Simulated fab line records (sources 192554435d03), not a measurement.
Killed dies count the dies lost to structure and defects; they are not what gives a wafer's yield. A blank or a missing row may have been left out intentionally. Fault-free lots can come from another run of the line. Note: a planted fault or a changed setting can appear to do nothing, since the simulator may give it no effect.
Check of tool commonality || flow n5-finfet || 24 wafers sampled across 8 lots

## WHY THIS WAS OPENED
At N5_FIN_SAQP_THK_MEAS_07 the reading thk-nm is flagged on 2 of 8 lots. No-fault wafers: 60.0 nm, standard deviation 0.78.
Rule: a lot is flagged in two cases, either no wafer of it has a number, or all its wafers with numbers fall more than 4 standard deviations from that mean. The rest of the lots are taken to be sound.

{"lot": "L464", "measured": "day 4 03:46", "on": "film-metro-01", "thk-nm (nm), wafer by wafer": "59.2 59.6 59.7", "flag": ""}
{"lot": "L467", "measured": "day 4 22:08", "on": "film-metro-02", "thk-nm (nm), wafer by wafer": "59.6 59.6 58.9", "flag": ""}
{"lot": "L468", "measured": "day 5 03:41", "on": "film-metro-01", "thk-nm (nm), wafer by wafer": "34.9 35.9 35.8", "flag": "FLAGGED"}
{"lot": "L469", "measured": "day 5 10:56", "on": "film-metro-02", "thk-nm (nm), wafer by wafer": "34.5 34.7 35.1", "flag": "FLAGGED"}
{"lot": "L471", "measured": "day 5 21:49", "on": "film-metro-02", "thk-nm (nm), wafer by wafer": "59.6 61.1 61.8", "flag": ""}
{"lot": "L473", "measured": "day 6 11:10", "on": "film-metro-01", "thk-nm (nm), wafer by wafer": "60.8 59.3 60.4", "flag": ""}
{"lot": "L474", "measured": "day 6 15:19", "on": "film-metro-02", "thk-nm (nm), wafer by wafer": "58.6 60.1 59.3", "flag": ""}
{"lot": "L476", "measured": "day 7 04:05", "on": "film-metro-01", "thk-nm (nm), wafer by wafer": "59.1 59.5 61.7", "flag": ""}
The numbers of the flagged lots are 35.1 nm on average: -24.9 nm against the usual, or -32 standard deviations.

## TOOL THAT RAN EACH LOT
The record holds 2 process steps before the reading, out of a route of 1938 steps. Every cell lists first the tool, next ch and the chambers used by the sampled wafers, and last the start.
{"lot": "L464", "flag": "", "N5_PMOS_HMC_CHANNEL_EPI_HM_OPEN_15": "rie-diel-06 ch 0,1, day 3 23:53", "N5_FIN_SAQP_PECVD_06": "pecvd-01 ch 1,2, day 4 03:40"}
{"lot": "L467", "flag": "", "N5_PMOS_HMC_CHANNEL_EPI_HM_OPEN_15": "rie-diel-06 ch 1,2,3, day 4 17:52", "N5_FIN_SAQP_PECVD_06": "pecvd-01 ch 0,1,2, day 4 22:03"}
{"lot": "L468", "flag": "FLAGGED", "N5_PMOS_HMC_CHANNEL_EPI_HM_OPEN_15": "rie-diel-06 ch 1,2,3, day 4 23:59", "N5_FIN_SAQP_PECVD_06": "pecvd-01 ch 0,1, day 5 03:35"}
{"lot": "L469", "flag": "FLAGGED", "N5_PMOS_HMC_CHANNEL_EPI_HM_OPEN_15": "rie-diel-05 ch 0,1,2, day 5 06:31", "N5_FIN_SAQP_PECVD_06": "pecvd-01 ch 0,1, day 5 10:51"}
{"lot": "L471", "flag": "", "N5_PMOS_HMC_CHANNEL_EPI_HM_OPEN_15": "rie-diel-05 ch 1,2,3, day 5 18:18", "N5_FIN_SAQP_PECVD_06": "pecvd-04 ch 0,2, day 5 21:44"}
{"lot": "L473", "flag": "", "N5_PMOS_HMC_CHANNEL_EPI_HM_OPEN_15": "rie-diel-03 ch 1,2, day 6 07:38", "N5_FIN_SAQP_PECVD_06": "pecvd-02 ch 0,1, day 6 11:05"}
{"lot": "L474", "flag": "", "N5_PMOS_HMC_CHANNEL_EPI_HM_OPEN_15": "rie-diel-03 ch 1,2,3, day 6 11:25", "N5_FIN_SAQP_PECVD_06": "pecvd-02 ch 0,2, day 6 15:14"}
{"lot": "L476", "flag": "", "N5_PMOS_HMC_CHANNEL_EPI_HM_OPEN_15": "rie-diel-03 ch 0,1,2, day 7 00:01", "N5_FIN_SAQP_PECVD_06": "pecvd-02 ch 0,1,2, day 7 04:00"}
These steps, and what they do:
- N5_PMOS_HMC_CHANNEL_EPI_HM_OPEN_15: chemistry CHF3/O2, target SiO2, target depth 40.6 nm, time 20.3 s.
- N5_FIN_SAQP_PECVD_06: deposits a-Si from SiH4/He, target thk 60 nm, time 48.1 s.
- N5_FIN_SAQP_THK_MEAS_07

## FLAGGED AGAINST TOTAL, ONE TOOL AT A TIME (gauges that did the reading follow at the end)
{"step": "N5_PMOS_HMC_CHANNEL_EPI_HM_OPEN_15", "tool": "rie-diel-03", "lots run": 3, "flagged": 0, "share of the flagged lots": "none", "sound lots run after its first flagged lot": "-"}
{"step": "N5_PMOS_HMC_CHANNEL_EPI_HM_OPEN_15", "tool": "rie-diel-05", "lots run": 2, "flagged": 1, "share of the flagged lots": "some", "sound lots run after its first flagged lot": "1 (L471)"}
{"step": "N5_PMOS_HMC_CHANNEL_EPI_HM_OPEN_15", "tool": "rie-diel-06", "lots run": 3, "flagged": 1, "share of the flagged lots": "some", "sound lots run after its first flagged lot": 0}
{"step": "N5_FIN_SAQP_PECVD_06", "tool": "pecvd-01", "lots run": 4, "flagged": 2, "share of the flagged lots": "all", "sound lots run after its first flagged lot": 0}
{"step": "N5_FIN_SAQP_PECVD_06", "tool": "pecvd-02", "lots run": 3, "flagged": 0, "share of the flagged lots": "none", "sound lots run after its first flagged lot": "-"}
{"step": "N5_FIN_SAQP_PECVD_06", "tool": "pecvd-04", "lots run": 1, "flagged": 0, "share of the flagged lots": "none", "sound lots run after its first flagged lot": "-"}
{"step": "N5_FIN_SAQP_THK_MEAS_07", "tool": "film-metro-01", "lots run": 4, "flagged": 1, "share of the flagged lots": "some", "sound lots run after its first flagged lot": "2 (L473,L476)"}
{"step": "N5_FIN_SAQP_THK_MEAS_07", "tool": "film-metro-02", "lots run": 4, "flagged": 1, "share of the flagged lots": "some", "sound lots run after its first flagged lot": "2 (L471,L474)"}

## THE TABLE: WHAT IT ALLOWS
In the table, 1 row covers all flagged lots: pecvd-01 at N5_FIN_SAQP_PECVD_06.
- pecvd-01 at N5_FIN_SAQP_PECVD_06 ran 4 lots, 2 of them flagged. Its last sound lot is L467 (day 4 22:03), its first flagged lot L468 (day 5 03:35): a fault that began between those two fits. On the flagged lots its readings are blank where sound lots have values: susceptor-temp-C.
What remains is a single tool, pecvd-01 at N5_FIN_SAQP_PECVD_06.

## WHAT THE SIMULATOR PUT IN
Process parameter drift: pecvd-01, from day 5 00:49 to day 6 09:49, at N5_FIN_SAQP_PECVD_06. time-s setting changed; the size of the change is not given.
Struck lots among those shown: L468, L469. The rule given above showed the same thing.
